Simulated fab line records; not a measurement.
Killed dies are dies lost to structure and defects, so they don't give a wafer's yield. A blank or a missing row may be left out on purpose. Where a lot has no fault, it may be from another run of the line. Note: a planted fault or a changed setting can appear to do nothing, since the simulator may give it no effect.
fab line records    flow nand_harc
record lots=11  wafers=33  last_day=24
route steps=1159 shown A_CONTACT@920 END@1159
lots with no fault: from the same line, run without faults
start_h: hours from the record's opening day to when the first of the lot's shown wafers began    wait_h: time in hours since the lot's previous step    " as in the row above    L1.1+2: several wafers, shown together as one row    - no value present, or no start provided    * or withheld: withheld    < > ~ a bound
route shown NAME@n: NAME is a module with steps in the file, n the number in the route of the first one    usual: mean and standard deviation over wafers with no fault    same: alike in all rows    chamber/n: place in a boat    sites: per-site readings    _std_site: the standard deviation of these    _edge_site: inner sites' mean taken away from outer sites' mean    radius_mm: how far each site lies from the wafer's centre    mask NAME#n: copy n    behind: the tool/chamber that last shaped the wafer    hold: reason for holding the lot/hours on hold/outcome of the hold    device: transistor that didn't switch, given as n, p or np    end of line: the tests these same wafers got at the end of their route    where a step has no rows: the recipe by itself    killed: at the first sort, the dies lost to defects and structure; wafer yield is something else    map: shows each die of a wafer: x if killed, . if not, _ if none is there
set.NAME: the setting as run; set.NAME@STEP: as run at that earlier step    model.NAME: the simulator's own value behind a step, which no gauge read
one table for each step of the route and one row for each wafer, over a sample of lots
services: a tool's chamber out of use, with start hour (start_h, from the record's first day; less than 0 if before it), hours out, and reason
## steps
# step NHARC_A_CONTACT_ETCH_106
# recipe target_depth_a=600  overetch_a=60  time_s=33  ion_energy_ev=100  cf4_flow_sccm=80  o2_flow_sccm=20  ar_flow_sccm=0  rf_w=300  bias_w=100  chemistry=CF4/O2
# usual bias_w=100.0/0.31  cf4_flow_sccm=79.99/0.25  drypump_motor_current_A=5.8/0.54  oes_product_au=1.000/0.0099  rf_vpp_V=198.0/1.5  showerhead_plenum_p_Torr=1.35/0.059  throttle_valve_pct=13.396/0.0099
lot.wafer  tool         chamber  start_h  wait_h  bias_w  cf4_flow_sccm  drypump_motor_current_A  oes_product_au  rf_hours_counter_h  rf_vpp_V  showerhead_plenum_p_Torr  throttle_valve_pct
L608.1     rie_diel-06  3        387.54   0.1     100.0   79.86          6.6                      0.992           29                  199.4     1.40                      13.390
L608.2     "            0        "        "       100.2   79.64          5.3                      1.011           26                  196.9     1.32                      13.386
L608.4     "            2        "        "       99.9    80.20          5.0                      0.992           28                  199.0     1.40                      13.404
L619.2     rie_diel-06  2        444.23   0.1     99.9    79.98          5.0                      1.007           3                   199.5     1.40                      13.391
L619.5     "            1        "        "       100.1   80.28          5.4                      1.006           -                   195.3     1.24                      13.396
L619.6     "            2        "        "       99.9    79.53          5.0                      1.009           -                   198.4     1.40                      13.397
L617.4     rie_diel-05  1        445.18   0.1     99.9    80.14          5.9                      0.987           37                  199.7     1.39                      13.392
L617.1     "            0        "        "       99.5    79.96          6.1                      0.987           37                  200.4     1.41                      13.396
L617.6     "            2        "        "       99.6    80.60          5.6                      0.994           -                   196.9     1.33                      13.385
L618.4     rie_diel-06  1        447.90   0.1     99.9    80.05          5.4                      1.003           4                   195.8     1.24                      13.391
L618.2     "            2        "        "       100.2   80.13          5.0                      1.002           4                   199.9     1.40                      13.388
L618.6     "            3        "        "       99.9    80.36          6.6                      1.015           -                   200.0     1.39                      13.394
L622.4     rie_diel-06  3        472.34   0.1     100.1   79.87          6.6                      1.000           8                   198.5     1.39                      13.400
L622.3     "            0        "        "       100.1   80.24          5.3                      0.991           8                   197.5     1.31                      13.379
L622.6     "            3        "        "       100.3   79.85          6.6                      0.992           -                   199.1     1.39                      13.400
L620.4     rie_diel-06  1        473.06   0.0     99.5    79.49          5.4                      1.006           9                   196.9     1.24                      13.390
L620.1     "            0        "        "       99.8    80.23          5.3                      1.018           8                   196.6     1.31                      13.397
L620.6     "            2        "        "       100.1   80.11          5.0                      1.006           -                   197.0     1.39                      13.415
L621.3     rie_diel-05  3        483.22   0.1     99.8    79.35          6.2                      0.994           54                  198.6     1.33                      13.379
L621.4     "            0        "        "       100.6   79.96          6.1                      0.993           -                   198.4     1.40                      13.385
L621.5     "            1        "        "       99.9    79.80          5.9                      0.997           -                   198.7     1.39                      13.398
L626.2     rie_diel-13  3        488.06   0.1     100.1   79.73          6.4                      1.001           11                  199.4     1.37                      13.385
L626.4     "            1        "        "       99.6    79.83          6.2                      0.990           9                   195.8     1.29                      13.410
L626.1     "            2        "        "       99.7    79.83          5.8                      1.007           11                  199.5     1.33                      13.391
L628.1     rie_diel-13  2        490.24   0.1     99.5    79.91          5.8                      0.988           11                  197.4     1.33                      13.401
L628.6     "            2        "        "       100.3   79.78          5.8                      0.986           -                   197.3     1.33                      13.397
L628.5     "            3        "        "       99.7    80.00          6.3                      0.983           -                   199.2     1.37                      13.395
L627.2     rie_diel-06  3        495.84   0.1     100.2   80.24          6.6                      0.999           12                  200.2     1.39                      13.401
L627.3     "            1        "        "       100.1   79.97          5.5                      1.002           14                  195.5     1.24                      13.391
L627.6     "            3        "        "       100.2   80.43          6.6                      1.004           -                   199.3     1.39                      13.397
L629.4     rie_diel-06  3        514.82   0.1     99.7    79.98          6.6                      1.012           16                  198.0     1.39                      13.398
L629.3     "            0        "        "       100.5   80.08          5.3                      1.007           18                  197.0     1.31                      13.392
L629.6     "            2        "        "       99.6    80.00          5.0                      1.005           -                   199.1     1.39                      13.392
# step NHARC_A_CONTACT_INSPECT_10
# usual raw_defect_count=32/14
lot.wafer  tool               chamber  start_h  wait_h  raw_defect_count
L608.1     defect_inspect-02  -        391.06   0.0     10
L608.2     "                  -        "        "       13
L608.4     "                  -        "        "       24
L619.2     defect_inspect-01  -        447.00   0.0     20
L619.5     "                  -        "        "       14
L619.6     "                  -        "        "       12
L617.1     defect_inspect-01  -        448.68   0.0     43
L617.4     "                  -        "        "       37
L617.6     "                  -        "        "       38
L618.2     defect_inspect-01  -        452.70   0.0     53
L618.4     "                  -        "        "       53
L618.6     "                  -        "        "       47
L622.3     defect_inspect-02  -        477.69   0.0     36
L622.4     "                  -        "        "       31
L622.6     "                  -        "        "       45
L620.1     defect_inspect-01  -        478.99   0.0     45
L620.4     "                  -        "        "       32
L620.6     "                  -        "        "       41
L621.3     defect_inspect-02  -        489.23   0.0     33
L621.4     "                  -        "        "       35
L621.5     "                  -        "        "       31
L626.1     defect_inspect-02  -        493.38   0.0     11
L626.2     "                  -        "        "       9
L626.4     "                  -        "        "       16
L628.1     defect_inspect-02  -        494.30   0.0     49
L628.5     "                  -        "        "       75
L628.6     "                  -        "        "       62
L627.2     defect_inspect-02  -        498.60   0.0     37
L627.3     "                  -        "        "       40
L627.6     "                  -        "        "       26
L629.3     defect_inspect-02  -        518.25   0.0     42
L629.4     "                  -        "        "       41
L629.6     "                  -        "        "       50
# step NHARC_A_CONTACT_ETCH_30
# recipe target_depth_a=605  time_s=30.2  cf4_flow_sccm=100  chf3_flow_sccm=30  ar_flow_sccm=0  rf_w=500  bias_w=200  chemistry=CF4/CHF3
# usual bias_w=200.0/0.6  cf4_flow_sccm=99.96/0.28  drypump_motor_current_A=5.7/0.55  oes_product_au=0.928/0.013  rf_vpp_V=370.8/2.4  showerhead_plenum_p_Torr=1.58/0.07  throttle_valve_pct=16.802/0.0078
lot.wafer  tool         chamber  start_h  wait_h  bias_w  cf4_flow_sccm  drypump_motor_current_A  oes_product_au  rf_hours_counter_h  rf_vpp_V  showerhead_plenum_p_Torr  throttle_valve_pct
L608.2     rie_diel-06  1        391.66   -       200.5   100.53         5.4                      0.912           29                  366.2     1.47                      16.793
L608.4     "            3        "        "       200.4   100.10         6.7                      0.913           30                  374.8     1.64                      16.803
L608.1     "            0        "        "       200.3   100.00         5.3                      0.931           27                  368.9     1.55                      16.786
L619.2     rie_diel-13  2        447.59   -       199.9   100.19         5.8                      0.921           57                  370.8     1.57                      16.811
L619.5     "            1        "        "       200.8   99.45          6.2                      0.914           -                   368.4     1.52                      16.809
L619.6     "            2        "        "       199.0   99.69          5.8                      0.920           -                   369.8     1.57                      16.810
L617.1     rie_diel-06  3        449.30   -       -       -              -                        -               -                   -         -                         -
L617.4     "            1        "        "       -       -              -                        -               -                   -         -                         -
L617.6     "            0        "        "       -       -              -                        -               -                   -         -                         -
L618.2     rie_diel-06  3        453.30   -       -       -              -                        -               -                   -         -                         -
L618.4     "            0        "        "       -       -              -                        -               -                   -         -                         -
L618.6     "            1        "        "       -       -              -                        -               -                   -         -                         -
L622.3     rie_diel-06  0        478.45   -       199.9   99.72          5.3                      0.920           10                  369.6     1.55                      16.803
L622.4     "            2        "        "       200.5   99.90          5.0                      0.932           -                   371.6     1.64                      16.802
L622.6     "            1        "        "       198.9   99.86          5.4                      0.926           -                   366.9     1.46                      16.791
L620.1     rie_diel-06  2        479.68   -       198.8   99.52          5.0                      0.927           11                  374.1     1.64                      16.809
L620.6     "            1        "        "       199.9   99.74          5.4                      0.921           -                   365.7     1.46                      16.812
L620.4     "            0        "        "       200.1   99.99          5.3                      0.926           -                   371.4     1.55                      16.802
L621.4     rie_diel-06  0        489.82   -       200.0   100.26         5.3                      0.933           14                  371.0     1.55                      16.804
L621.3     "            1        "        "       200.6   100.12         5.4                      0.922           14                  369.0     1.46                      16.797
L621.5     "            2        "        "       199.2   99.97          5.0                      0.916           -                   371.7     1.64                      16.798
L626.4     rie_diel-13  2        493.98   -       200.1   99.91          5.8                      0.925           12                  371.0     1.57                      16.793
L626.2     "            3        "        "       200.8   100.05         6.3                      0.920           12                  372.0     1.61                      16.814
L626.1     "            0        "        "       199.3   99.85          5.9                      0.915           10                  374.4     1.68                      16.810
L628.1     rie_diel-06  3        494.91   -       199.1   100.13         6.6                      0.921           12                  372.2     1.64                      16.799
L628.5     "            0        "        "       200.3   100.37         5.3                      0.931           -                   369.3     1.55                      16.800
L628.6     "            1        "        "       201.0   99.89          5.5                      0.918           -                   367.0     1.46                      16.807
L627.2     rie_diel-06  2        499.18   -       199.9   99.64          5.0                      0.927           16                  372.4     1.64                      16.802
L627.3     "            1        "        "       199.8   99.72          5.4                      0.937           15                  365.6     1.46                      16.799
L627.6     "            3        "        "       199.0   99.28          6.6                      0.933           -                   372.0     1.64                      16.794
L629.3     rie_diel-06  0        519.00   -       200.4   100.19         5.3                      0.924           19                  369.8     1.55                      16.798
L629.4     "            1        "        "       199.7   99.57          5.5                      0.916           19                  366.0     1.46                      16.811
L629.6     "            0        "        "       201.2   100.13         5.3                      0.916           -                   370.2     1.55                      16.791
# step NHARC_A_CONTACT_ETCH_98
# recipe target_depth_a=200  over_etch_frac=0.5  time_s=10  ion_energy_ev=250  c4f6_flow_sccm=25  o2_flow_sccm=20  ar_flow_sccm=500  rf_w=600  bias_w=500  chemistry=C4F6/O2
# usual bias_w=500.2/1.3  c4f6_flow_sccm=25.00/0.078  drypump_motor_current_A=5.8/0.5  oes_product_au=0.961/0.019  rf_vpp_V=548/3.4  showerhead_plenum_p_Torr=3.96/0.15  throttle_valve_pct=26.905/0.0096
lot.wafer  tool         chamber  start_h  wait_h  bias_w  c4f6_flow_sccm  drypump_motor_current_A  oes_product_au  rf_hours_counter_h  rf_vpp_V  showerhead_plenum_p_Torr  throttle_valve_pct
L608.4     rie_diel-13  3        -        -       500.1   24.99           6.4                      0.995           45                  550       4.03                      26.892
L608.2     "            1        "        "       501.7   24.99           6.2                      0.991           42                  544       3.81                      26.895
L608.1     "            2        "        "       500.8   25.06           5.8                      0.997           39                  547       3.94                      26.907
L619.2     rie_diel-06  1        -        -       501.9   25.10           5.4                      0.955           4                   541       3.66                      26.922
L619.5     "            0        "        "       502.2   24.88           5.3                      0.970           -                   546       3.87                      26.921
L619.6     "            1        "        "       501.6   25.05           5.5                      0.960           -                   540       3.66                      26.902
L617.4     rie_diel-06  2        -        -       498.3   24.91           5.1                      0.956           5                   550       4.09                      26.914
L617.1     "            1        "        "       500.4   24.95           5.5                      0.930           5                   542       3.66                      26.925
L617.6     "            3        "        "       502.4   25.03           6.6                      0.957           -                   551       4.09                      26.901
L618.2     rie_diel-06  3        -        -       501.7   25.13           6.6                      0.963           5                   550       4.09                      26.907
L618.4     "            0        "        "       499.0   25.05           5.3                      0.952           5                   546       3.87                      26.909
L618.6     "            1        "        "       499.0   25.08           5.4                      0.958           -                   542       3.66                      26.920
L622.3     rie_diel-06  1        480.42   0.3     499.6   25.03           5.5                      0.964           11                  542       3.66                      26.921
L622.4     "            2        "        "       497.8   25.04           5.1                      0.965           -                   549       4.08                      26.895
L622.6     "            1        "        "       499.5   24.98           5.5                      0.960           -                   542       3.66                      26.897
L620.1     rie_diel-06  2        481.49   0.1     500.4   25.07           5.0                      0.950           12                  552       4.08                      26.907
L620.4     "            2        "        "       499.7   24.91           5.0                      0.954           -                   549       4.08                      26.927
L620.6     "            0        "        "       500.8   24.90           5.3                      0.952           -                   545       3.86                      26.911
L621.4     rie_diel-13  3        -        -       499.3   25.02           6.4                      0.931           11                  546       4.01                      26.906
L621.3     "            0        "        "       501.7   25.02           5.9                      0.934           9                   552       4.18                      26.896
L621.5     "            0        "        "       503.3   24.99           5.9                      0.919           -                   552       4.18                      26.885
L628.1     rie_diel-13  2        -        -       499.6   24.99           5.8                      0.939           13                  547       3.92                      26.904
L628.6     "            2        "        "       500.3   25.14           5.8                      0.943           -                   546       3.92                      26.920
L628.5     "            3        "        "       499.9   24.92           6.3                      0.940           -                   548       4.01                      26.897
L626.2     rie_diel-05  2        -        -       499.5   25.01           5.7                      0.968           54                  546       3.89                      26.905
L626.1     "            3        "        "       500.9   24.99           6.3                      0.962           59                  546       3.91                      26.914
L626.4     "            0        "        "       500.2   25.05           6.1                      0.953           57                  552       4.11                      26.907
L627.2     rie_diel-05  1        -        -       500.2   25.04           5.9                      0.946           57                  550       4.07                      26.913
L627.3     "            2        "        "       499.4   24.92           5.6                      0.936           54                  547       3.89                      26.915
L627.6     "            3        "        "       500.6   25.04           6.2                      0.933           -                   546       3.91                      26.909
L629.4     rie_diel-06  3        -        -       497.0   25.06           6.6                      0.995           18                  550       4.08                      26.906
L629.3     "            0        "        "       502.0   25.08           5.3                      0.974           19                  545       3.86                      26.914
L629.6     "            0        "        "       499.9   24.95           5.3                      0.979           -                   547       3.86                      26.886
# step NHARC_END_SORT_01
# recipe temp_c=25
# usual killed_at_array=31/12  killed_at_other=0.6/0.85  killed_at_periphery=3.0/2.3  killed_dies=35/12  killed_open=3.2/1.9  killed_short=1.8/1.4
# same gross_dies=677
lot.wafer  tool       chamber  start_h  wait_h  killed_at_array  killed_at_other  killed_at_periphery  killed_dies  killed_open  killed_short
L617.1     prober-01  0        508.69   2.5     675              1                1                    677          4            2
L617.4     prober-01  0        511.11   3.4     673              2                2                    677          3            1
L617.6     prober-01  0        512.73   4.0     676              1                0                    677          1            0
L618.2     prober-02  0        517.23   2.8     674              0                3                    677          4            3
L618.4     prober-02  0        518.83   3.4     672              0                5                    677          3            1
L618.6     prober-02  0        520.43   4.0     672              0                5                    677          4            4
# killed by level:class
L617.1 A_CONTACT:area_etch=630 A_SLIT:chamber_film_flake=17 A_CHANNEL_HOLE_D1:chamber_film_flake=14 A_STAIRCASE:chamber_film_flake=6 A_CONTACT:geometric_particle:open=2 A_CONTACT:chamber_film_flake=2 P_CONTACT:geometric_particle:open=1 A_ONON_D1:geometric_particle:open=1
L617.4 A_CONTACT:area_etch=640 A_CHANNEL_HOLE_D1:chamber_film_flake=14 A_SLIT:chamber_film_flake=11 A_STAIRCASE:chamber_film_flake=3 A_ONON_D1:geometric_particle:open=2 A_WL_FILL:chamber_film_flake=2 THIN_TSV:chamber_film_flake=2 P_M0:geometric_particle:short=1
L617.6 A_CONTACT:area_etch=645 A_SLIT:chamber_film_flake=13 A_CHANNEL_HOLE_D1:chamber_film_flake=12 A_WL_FILL:chamber_film_flake=3 A_CONTACT:chamber_film_flake=2 A_ONON_D1:geometric_particle:open=1 THIN_TSV:chamber_film_flake=1
L618.2 A_CONTACT:area_etch=619 A_CHANNEL_HOLE_D1:chamber_film_flake=24 A_SLIT:chamber_film_flake=13 A_STAIRCASE:chamber_film_flake=5 A_SGD_CUT:chamber_film_flake=4 A_CONTACT:chamber_film_flake=3 A_CONTACT:geometric_particle:open=2 P_CONTACT:geometric_particle:open=1
L618.4 A_CONTACT:area_etch=624 A_CHANNEL_HOLE_D1:chamber_film_flake=18 A_SLIT:chamber_film_flake=13 A_SGD_CUT:chamber_film_flake=8 P_GATE:chamber_film_flake=3 A_ZERO_WELL:chamber_film_flake=3 A_CONTACT:chamber_film_flake=2 P_CONTACT:geometric_particle:open=1
L618.6 A_CONTACT:area_etch=630 A_SLIT:chamber_film_flake=14 A_CHANNEL_HOLE_D1:chamber_film_flake=13 A_SGD_CUT:chamber_film_flake=4 A_WL_FILL:geometric_particle:short=3 P_GATE:chamber_film_flake=3 A_STAIRCASE:chamber_film_flake=2 P_CONTACT:geometric_particle:open=1
## services
tool         chamber  start_h  hours  kind
rie_diel-06  0        372.72   -      clean
rie_diel-06  1        372.72   -      clean
rie_diel-06  2        372.72   -      clean
rie_diel-06  3        372.72   -      clean
rie_diel-05  2        373.55   2.0    repair
rie_diel-06  0        397.37   -      clean
rie_diel-06  1        397.37   -      clean
rie_diel-06  2        397.37   -      clean
rie_diel-06  3        397.37   -      clean
rie_diel-06  -        418.20   9.0    pm
rie_diel-06  0        418.20   9.0    vent_cycle
rie_diel-06  1        418.20   9.0    vent_cycle
rie_diel-06  2        418.20   9.0    vent_cycle
rie_diel-06  3        418.20   9.0    vent_cycle
rie_diel-06  0        427.20   -      clean
rie_diel-06  1        427.20   -      clean
rie_diel-06  2        427.20   -      clean
rie_diel-06  3        427.20   -      clean
rie_diel-06  0        451.70   -      clean
rie_diel-06  1        451.70   -      clean
rie_diel-06  2        451.70   -      clean
rie_diel-13  -        453.14   9.0    pm
rie_diel-06  3        475.93   7.0    repair
rie_diel-05  2        479.22   14.6   repair
## key
first_sign step=NHARC_A_CONTACT_ETCH_30  reading=tool_record  direction=missing
effect step=NHARC_END_SORT_01  reading=killed_dies  direction=up  sigmas=56  usual=35  struck=677
more_kills_born_at NHARC_A_CONTACT_ETCH_30@rie_diel-06=3788
met_at NHARC_A_CONTACT_ETCH_30
struck_lots L617,L618
later_rows_left_out L617.1,L617.4,L617.6,L618.2,L618.4,L618.6
tester_left_out L617,L618
not_acting_at NHARC_A_CONTACT_ETCH_106,NHARC_A_CONTACT_INSPECT_10,NHARC_A_CONTACT_ETCH_98
onset_between 391.66 449.30
fault kind=skipped_step_whole  tool=rie_diel-06  chamber=-  onset_h=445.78  steps=NHARC_A_CONTACT_ETCH_30  scope=struck_lots_only
# tester_left_out: of these lots the tester's yield and bins aren't shown, on N5 and GAA mostly nor the transistor test; their killed dies are dies lost to structure and defects alone, not to doping, threshold or leakage, so they don't give the yield
# later_rows_left_out: the simulator's readings of these wafers behind a module that went badly wrong aren't trusted and aren't shown, but for the sort
